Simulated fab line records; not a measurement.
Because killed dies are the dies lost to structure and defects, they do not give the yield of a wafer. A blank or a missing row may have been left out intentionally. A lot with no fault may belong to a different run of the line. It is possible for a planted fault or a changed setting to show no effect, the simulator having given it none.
fab line records	flow n5Finfet
[record] lots = 9	wafers = 24	lastDay = 17
route steps=1938 shown ZERO_LAYER@17 WELL_APT@46 PMOS_HMC_CHANNEL_EPI@63 BEOL_M4@1111 PASSIVATION@1936
lots with no fault: from the same line, run without faults
startH: the number of hours between the record's first day and the start of the first shown wafer of the lot	waitH: hours elapsed since this lot's preceding step	" same as the row above	L1.1+2: a single row standing in for several wafers	- no value present, or no start provided	* or withheld: withheld	< > ~ a bound
route shown NAME@n: a module of which the file shows steps, and the number in the route of the first	usual: mean/standard deviation taken from wafers without a fault	same: alike in all rows	chamber/n: place in a boat	sites: the reading at each site	_std_site: their standard deviation	_edge_site: the outer-site mean with the inner-site mean subtracted	radiusMm: for every site, how far away it sits from the centre of the wafer	mask NAME#n: copy n	behind: the last tool/chamber to shape the wafer	hold: cause of the lot's hold/its duration in hours/its outcome	device: transistor that didn't switch, given as n, p or np	end of line: the tests these same wafers got at the end of their route	a step given without rows: its recipe and nothing more	killed: count of dies lost to structure and defects at first sort (not the wafer's yield)	map: shows each die of a wafer: x if killed, . if not, _ if none is there
set.NAME: setting as actually run; set.NAME@STEP: the setting as run at that earlier step	model.NAME: the simulator's own value behind a step, which no gauge read
one table for each step of the route and one row for each wafer, over a sample of lots
services: a tool's chamber out of use, with start hour (startH, from the record's first day; less than 0 if before it), hours out, and reason
[[steps]]
[step N5_ZERO_LAYER_STRIP_24]
[recipe] chemistry = O2	powerW = 1000	tempC = 250	overashFraction = 0.3	pressureMtorr = 1000	o2FlowSccm = 6750
[usual] drypumpMotorCurrentA = 6.38/0.079	heaterPowerW = 321/16	oesProductAu = 0.647/0.0046	stripTimeToEndpointS = 43.89/0.081
[same] overashFraction = 0.3
lot.wafer	tool	chamber	startH	waitH	drypumpMotorCurrentA	heaterPowerW	oesProductAu	rfHoursCounterH	stripTimeToEndpointS
L518.1	plasmaAsher-01	1	12.95	0.1	6.39	314	0.637	62	43.97
L518.3	"	1	"	"	6.39	320	0.648	-	44.00
L518.5	"	0	"	"	6.46	305	0.651	-	43.93
L519.1	plasmaAsher-01	0	19.03	0.1	6.43	295	0.645	63	43.89
L519.4	"	1	"	"	6.38	320	0.643	-	43.73
L519.6	"	0	"	"	6.45	305	0.642	-	43.89
L520.2	plasmaAsher-02	0	25.02	0.1	6.24	325	0.650	34	43.87
L520.3	"	0	"	"	6.22	320	0.649	-	43.83
L522.1	plasmaAsher-02	1	37.98	0.1	6.44	351	0.648	37	43.95
L522.3	"	0	"	"	6.24	322	0.650	-	43.88
L522.6	"	0	"	"	6.24	322	0.643	-	43.82
L523.2	plasmaAsher-01	1	43.23	0.1	6.38	322	0.650	68	43.84
L523.3	"	0	"	"	6.44	300	0.640	-	43.89
L523.5	"	0	"	"	6.46	303	0.649	-	43.80
L524.1	plasmaAsher-02	1	48.99	0.1	6.46	348	0.652	39	43.91
L524.3	"	0	"	"	6.26	314	0.647	-	43.96
L524.4	"	1	"	"	6.43	341	0.647	-	43.93
L526.1	plasmaAsher-01	1	60.89	0.1	6.42	324	0.646	72	43.97
L526.3	"	1	"	"	6.42	319	0.638	-	43.92
L526.6	"	0	"	"	6.44	313	0.648	-	43.88
L530.1	plasmaAsher-02	0	85.02	0.1	6.23	321	0.648	46	43.96
L530.4	"	0	"	"	6.24	328	0.655	-	44.03
L533.2	plasmaAsher-01	1	102.98	0.1	6.39	321	0.648	80	43.95
L533.6	"	0	"	"	6.43	296	0.648	-	43.89
[step N5_WELL_APT_DESCUM_30]
[recipe] chemistry = O2	timeS = 7.9	sourcePowerW = 50	biasPowerW = 20	pressureMtorr = 20	rfFrequencyHz = 2.712e+07	tempC = 40	o2FlowSccm = 225
[usual] drypumpMotorCurrentA = 5.6/0.53	oesProductAu = 0.79/0.091	rfVppV = 243.1/1.3	showerheadPlenumPTorr = 2.09/0.073	throttleValvePct = 20.38/0.26
lot.wafer	tool	chamber	startH	waitH	drypumpMotorCurrentA	oesProductAu	rfHoursCounterH	rfVppV	showerheadPlenumPTorr	throttleValvePct
L518.1	rieDiel-06	1	15.19	0.0	5.9	0.69	274	241.9	1.95	20.56
L518.3	"	2	"	"	5.3	0.74	179	244.7	2.18	20.61
L518.5	"	1	"	"	5.9	0.68	-	241.6	1.96	20.55
L519.1	rieDiel-06	2	21.18	0.0	5.4	0.73	181	244.1	2.18	20.64
L519.4	"	1	"	"	5.9	0.68	-	240.9	1.95	20.56
L519.6	"	2	"	"	5.4	0.73	-	244.6	2.18	20.61
L520.2	rieDiel-04	2	27.37	0.1	6.8	0.70	167	243.6	2.07	20.70
L520.3	"	1	"	"	5.7	0.77	135	241.7	2.01	20.04
L522.1	rieDiel-04	0	40.93	0.3	4.9	0.88	50	242.7	2.05	20.42
L522.3	"	1	"	"	5.7	0.77	140	242.1	2.01	20.04
L522.6	"	1	"	"	5.7	0.77	-	241.7	2.01	20.04
L523.2	rieDiel-03	1	45.27	0.0	6.3	0.86	54	243.0	2.10	19.90
L523.3	"	3	"	"	5.7	0.86	49	241.9	2.03	20.14
L523.5	"	2	"	"	5.6	0.90	-	244.0	2.06	20.52
L524.1	rieDiel-06	0	51.21	0.0	5.3	0.68	229	243.9	2.14	20.66
L524.3	"	2	"	"	5.4	0.71	198	245.2	2.18	20.66
L524.4	"	0	"	"	5.3	0.69	-	243.4	2.14	20.64
L526.1	rieDiel-03	2	62.76	0.0	5.6	0.89	34	241.9	2.06	20.53
L526.3	"	0	"	"	5.2	0.83	71	244.8	2.19	20.37
L526.6	"	3	"	"	5.7	0.86	-	242.0	2.03	20.17
L530.1	rieDiel-03	2	87.03	0.0	5.6	0.87	42	242.6	2.05	20.55
L530.4	"	0	"	"	5.2	0.82	76	246.2	2.19	20.39
L533.2	rieDiel-04	3	105.24	0.2	5.8	0.72	165	243.9	2.09	20.23
L533.6	"	3	"	"	5.8	0.71	-	241.3	2.09	20.21
[step N5_PMOS_HMC_CHANNEL_EPI_PEB_07]
[recipe] pebTempC = 110	pebTimeS = 60	resist = CAR-ArF-block
[usual] chillPlateTempC = 22.99/0.1	heaterPowerTotalW = 175.4/1.6	plateTempC = 110.02/0.14
lot.wafer	tool	chamber	startH	waitH	chillPlateTempC	heaterPowerTotalW	plateTempC
L518.1	lithoTrack-05	0	17.09	0.1	22.84	176.2	109.81
L518.3	"	0	"	"	22.91	176.8	109.85
L518.5	"	0	"	"	22.95	173.0	109.88
L519.1	lithoTrack-01	0	23.43	0.1	22.84	174.7	110.00
L519.4	"	0	"	"	22.85	173.9	110.19
L519.6	"	0	"	"	22.77	175.2	109.95
L520.2	lithoTrack-03	0	29.59	0.0	22.99	174.0	109.98
L520.3	"	0	"	"	23.08	177.4	109.81
L522.1	lithoTrack-03	0	43.16	0.1	23.03	174.0	110.07
L522.3	"	0	"	"	23.14	176.6	109.98
L522.6	"	0	"	"	23.20	173.9	110.25
L523.2	lithoTrack-05	0	47.59	0.0	22.98	177.0	110.07
L523.3	"	0	"	"	22.96	173.0	110.16
L523.5	"	0	"	"	22.98	177.4	110.10
L524.1	lithoTrack-01	0	53.31	0.1	22.92	174.4	110.03
L524.3	"	0	"	"	23.07	177.3	110.14
L524.4	"	0	"	"	23.06	177.4	110.07
L526.1	lithoTrack-03	0	64.65	0.1	22.81	173.2	110.05
L526.3	"	0	"	"	23.03	175.3	110.02
L526.6	"	0	"	"	22.96	176.5	110.32
L530.1	lithoTrack-01	0	89.11	0.1	23.00	182.3	-
L530.4	"	0	"	"	23.05	174.1	110.03
L533.2	lithoTrack-01	0	107.98	0.0	23.21	186.1	-
L533.6	"	0	"	"	23.01	173.0	109.84
[step N5_PMOS_HMC_CHANNEL_EPI_CD_MEAS_09]
[recipe] targetCdNm = 237.4	landingEnergyEv = 500	detector = seInlens
[usual] cdNm = 237.4/0.96
lot.wafer	tool	chamber	startH	waitH	cdNm
L518.1	cdSem-02	0	17.15	-	235.5
L518.3	"	0	"	"	237.6
L518.5	"	0	"	"	236.7
L519.1	cdSem-01	0	23.50	-	238.2
L519.4	"	0	"	"	237.6
L519.6	"	0	"	"	237.4
L520.2	cdSem-01	0	29.66	-	236.6
L520.3	"	0	"	"	237.1
L522.1	cdSem-03	0	43.22	-	236.8
L522.3	"	0	"	"	238.2
L522.6	"	0	"	"	237.5
L523.2	cdSem-03	0	47.66	-	237.8
L523.3	"	0	"	"	237.3
L523.5	"	0	"	"	235.5
L524.1	cdSem-01	0	53.38	-	236.2
L524.3	"	0	"	"	236.3
L524.4	"	0	"	"	236.9
L526.1	cdSem-01	0	64.72	-	240.3
L526.3	"	0	"	"	238.4
L526.6	"	0	"	"	239.0
L530.1	cdSem-02	0	89.18	-	232.4
L530.4	"	0	"	"	239.0
L533.2	cdSem-01	0	108.04	-	234.3
L533.6	"	0	"	"	237.3
[step N5_PMOS_HMC_CHANNEL_EPI_DESCUM_14]
[recipe] chemistry = O2	timeS = 7.9	sourcePowerW = 50	biasPowerW = 20	pressureMtorr = 20	rfFrequencyHz = 2.712e+07	tempC = 40	resist = CAR-ArF-block	o2FlowSccm = 225
[usual] drypumpMotorCurrentA = 5.9/0.34	oesProductAu = 0.77/0.092	rfVppV = 243.5/1.5	showerheadPlenumPTorr = 2.11/0.075	throttleValvePct = 20.52/0.21
lot.wafer	tool	chamber	startH	waitH	drypumpMotorCurrentA	oesProductAu	rfHoursCounterH	rfVppV	showerheadPlenumPTorr	throttleValvePct
L518.1	rieDiel-05	3	17.24	0.0	5.8	0.72	192	242.9	2.17	20.62
L518.3	"	1	"	"	6.0	0.80	97	242.9	2.10	20.31
L518.5	"	1	"	"	6.0	0.80	-	243.9	2.10	20.32
L519.1	rieDiel-02	1	23.59	0.0	5.7	0.68	220	243.0	2.14	20.33
L519.4	"	3	"	"	6.3	0.69	239	240.3	1.98	20.72
L519.6	"	0	"	"	5.5	0.79	-	244.9	2.18	20.76
L520.2	rieDiel-01	3	29.74	0.0	5.9	0.93	15	244.1	2.13	20.34
L520.3	"	2	"	"	5.8	0.72	212	243.4	1.98	20.60
L522.1	rieDiel-02	3	43.31	0.0	6.3	0.68	246	240.1	1.98	20.72
L522.3	"	0	"	"	5.5	0.78	126	244.4	2.18	20.77
L522.6	"	2	"	"	6.2	0.71	-	242.6	2.08	20.24
L523.2	rieDiel-01	0	47.74	0.0	6.3	0.93	14	243.1	2.13	20.47
L523.3	"	1	"	"	5.8	0.72	213	244.5	2.18	20.92
L523.5	"	2	"	"	5.9	0.72	-	241.5	1.98	20.60
L524.1	rieDiel-02	0	53.64	0.2	5.5	0.78	130	244.0	2.18	20.78
L524.3	"	2	"	"	6.2	0.71	182	242.2	2.08	20.26
L524.4	"	3	"	"	6.3	0.69	249	242.4	1.98	20.73
L526.1	rieDiel-01	1	64.84	0.1	5.8	0.72	218	245.3	2.17	20.93
L526.3	"	0	"	"	6.3	0.92	19	243.3	2.12	20.49
L526.6	"	2	"	"	5.8	0.72	-	240.8	1.98	20.60
L530.1	rieDiel-02	1	89.27	0.0	5.7	0.67	241	244.3	2.13	20.36
L530.4	"	2	"	"	6.2	0.70	192	242.6	2.07	20.27
L533.2	rieDiel-02	1	108.13	0.0	5.7	0.68	244	243.9	2.13	20.36
L533.6	"	3	"	"	6.3	0.97	-	245.3	2.24	20.36
[step N5_BEOL_M4_RC_MEAS_101]
[usual] DIBL_N = 36.0/2.2	DIBL_P = 36.2/2.4	IOFF_N = 0.16/0.035	IOFF_P = 0.21/0.037	ION_N = 672/13	ION_P = 461/7	SS_N = 71.4/0.69	SS_P = 73.2/0.75	VT_N = 250/3.4	VT_P = -251/3
lot.wafer	tool	chamber	startH	waitH	DIBL_N[mV/V]	DIBL_P[mV/V]	IOFF_N[nA/um]	IOFF_P[nA/um]	ION_N[uA/um]	ION_P[uA/um]	SS_N[mV/dec]	SS_P[mV/dec]	VT_N[mV]	VT_P[mV]
L520.2	prober-01	0	202.54	0.2	38.5	37.1	0.18	0.22	671	458	72.7	73.8	247	-250
L520.3	"	0	"	"	39.2	37.9	0.21	0.24	679	458	71.8	73.9	248	-246
L518.1	prober-01	0	205.02	0.0	33.9	34.2	0.12	0.17	659	451	71.3	73.7	252	-257
L518.3	"	0	"	"	35.4	35.7	0.16	0.19	677	457	71.1	73.4	250	-253
L518.5	"	0	"	"	35.7	36.5	0.17	0.21	694	467	70.8	73.6	246	-252
L519.1	prober-02	0	207.70	0.0	33.4	33.8	0.13	0.17	678	460	70.8	72.1	252	-251
L519.4	"	0	"	"	30.8	32.2	0.10	0.16	659	462	70.2	72.1	257	-254
L519.6	"	0	"	"	33.7	34.7	0.14	0.19	679	465	70.8	72.4	249	-253
L522.1	prober-02	0	232.31	0.0	34.8	35.5	0.14	0.20	672	463	70.9	73.6	252	-252
L522.3	"	0	"	"	34.9	35.1	0.14	0.20	666	462	70.7	72.9	251	-248
L522.6	"	0	"	"	33.5	34.3	0.12	0.18	661	457	70.3	72.7	254	-251
L524.1	prober-01	0	235.09	0.0	35.2	34.8	0.14	0.18	665	455	71.1	72.2	253	-255
L524.3	"	0	"	"	32.3	32.9	0.11	0.16	655	454	70.3	71.8	254	-252
L524.4	"	0	"	"	35.6	36.0	0.14	0.19	667	461	71.0	72.8	251	-254
L523.2	prober-02	0	236.88	0.2	37.0	39.5	0.18	0.26	667	465	72.0	74.1	252	-250
L523.3	"	0	"	"	36.6	38.0	0.17	0.23	674	460	71.6	74.1	248	-251
L523.5	"	0	"	"	34.1	35.2	0.13	0.19	660	463	71.6	72.9	254	-254
L526.1	prober-01	0	240.70	0.0	38.1	37.4	0.20	0.21	667	455	72.1	73.1	250	-252
L526.3	"	0	"	"	38.7	40.3	0.22	0.26	690	466	71.9	74.4	244	-246
L526.6	"	0	"	"	37.8	39.1	0.19	0.23	677	459	71.7	73.5	248	-252
L530.1	prober-02	0	271.14	0.0	38.0	37.7	0.17	0.22	666	463	72.0	74.5	251	-251
L530.4	"	0	"	"	37.4	37.5	0.16	0.22	669	457	71.3	73.8	252	-249
L533.2	prober-02	0	299.60	0.2	35.1	36.3	0.15	0.22	664	461	71.1	73.1	248	-250
L533.6	"	0	"	"	35.7	37.1	0.16	0.22	665	457	70.9	73.1	249	-248
[step N5_PASSIVATION_PROBE_49]
[usual] defectLimitedYield = 91.2/1.4	killed_at_M0_to_M3 = 34/9.4	killed_at_M4_up = 14/5.6	killedAtContacts = 13/7.8	killedAtFrontEnd = 37/10	killedAtOther = 4/3.3	killedDies = 103/17	killedOpen = 68/13	killedShort = 33/8.2	sort_bin_5_function = 5.1/0.92	sort_bin_6_memory = 3.3/0.71	sort_bin_8_speed = 0.01/0.043	sortNPass = 1077/17
[same] grossDies = 1180	killedAtBackSide = 0	sort_bin_4_leakage[%] = 0
lot.wafer	tool	chamber	startH	waitH	defectLimitedYield[%]	killed_at_M0_to_M3	killed_at_M4_up	killedAtContacts	killedAtFrontEnd	killedAtOther	killedDies	killedOpen	killedShort	sort_bin_5_function[%]	sort_bin_6_memory[%]	sort_bin_8_speed[%]	sortNPass
L533.6	prober-01	-	410.12	0.3	93.6	27	6	11	30	2	76	51	25	3.2	2.7	0	1104
// killed by level:class
L533.6 STI_FIN_REVEAL:geometricParticle:open=12 BEOL_M2:geometricParticle:open=10 MOL_CONTACT_COAG:geometricParticle:open=8 BEOL_M0_SAQP:geometricParticle:open=6 BEOL_M1:geometricParticle:open=5 BEOL_M0_SAQP:geometricParticle:short=4 FIN_SAQP:geometricParticle:short=3 DUMMY_GATE:geometricParticle:open=3
[[services]]
tool	chamber	startH	hours	kind
rieDiel-03	-	-8.66	2.8	pm
plasmaAsher-01	-	-6.65	14.6	pm
rieDiel-06	-	-3.78	1.0	repair
rieDiel-03	1	-3.03	15.4	repair
rieDiel-06	1	-0.30	7.3	repair
rieDiel-04	1	1.36	18.1	repair
plasmaAsher-01	-	17.63	1.3	repair
rieDiel-06	3	19.86	10.1	repair
lithoTrack-01	-	32.70	-	consumableReplace:filter
rieDiel-05	1	32.75	9.0	repair
rieDiel-04	0	33.73	4.9	repair
rieDiel-06	3	40.78	3.3	repair
rieDiel-06	1	49.39	-	clean
rieDiel-06	1	49.39	-	consumableReplace:focusRing
rieDiel-06	1	49.39	-	consumableReplace:showerhead
plasmaAsher-01	-	50.63	0.7	repair
rieDiel-02	3	58.21	-	clean
rieDiel-02	3	58.21	-	consumableReplace:focusRing
rieDiel-02	3	58.21	-	consumableReplace:showerhead
rieDiel-02	3	58.21	20.1	scheduledDown
rieDiel-02	3	58.21	20.1	ventCycle
rieDiel-03	0	72.76	9.1	repair
rieDiel-06	-	74.08	0.7	repair
rieDiel-01	3	78.87	5.7	repair
[[key]]
[firstSign] step = N5_PMOS_HMC_CHANNEL_EPI_PEB_07	reading = heaterPowerTotalW	direction = up	sigmas = 5.7	usual = *	struck = *
[effect] step = N5_PMOS_HMC_CHANNEL_EPI_CD_MEAS_09	reading = cdNm	direction = down	sigmas = 4.1	usual = 237.4	struck = 233.4
metAt N5_PMOS_HMC_CHANNEL_EPI_PEB_07
struckLots L530,L533
struckWafers L530.1,L533.2
[baselineLoss] step = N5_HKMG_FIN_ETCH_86	wafers = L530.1
notActingAt N5_ZERO_LAYER_STRIP_24,N5_WELL_APT_DESCUM_30,N5_PMOS_HMC_CHANNEL_EPI_DESCUM_14
onsetBetween 53.31 89.11
[fault] kind = processParameterDrift	tool = lithoTrack-01	chamber = -	onsetH = 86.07	steps = N5_PMOS_HMC_CHANNEL_EPI_PEB_07	channel = pebTimeS	offset = *	shape = step	endH = 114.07	scope = struckWafersOnly	actsIn = *	stated = *
// baselineLoss: these wafers lose ten dies or more at that step, a loss of the line's own and not of a fault; the sort's usual values leave them out
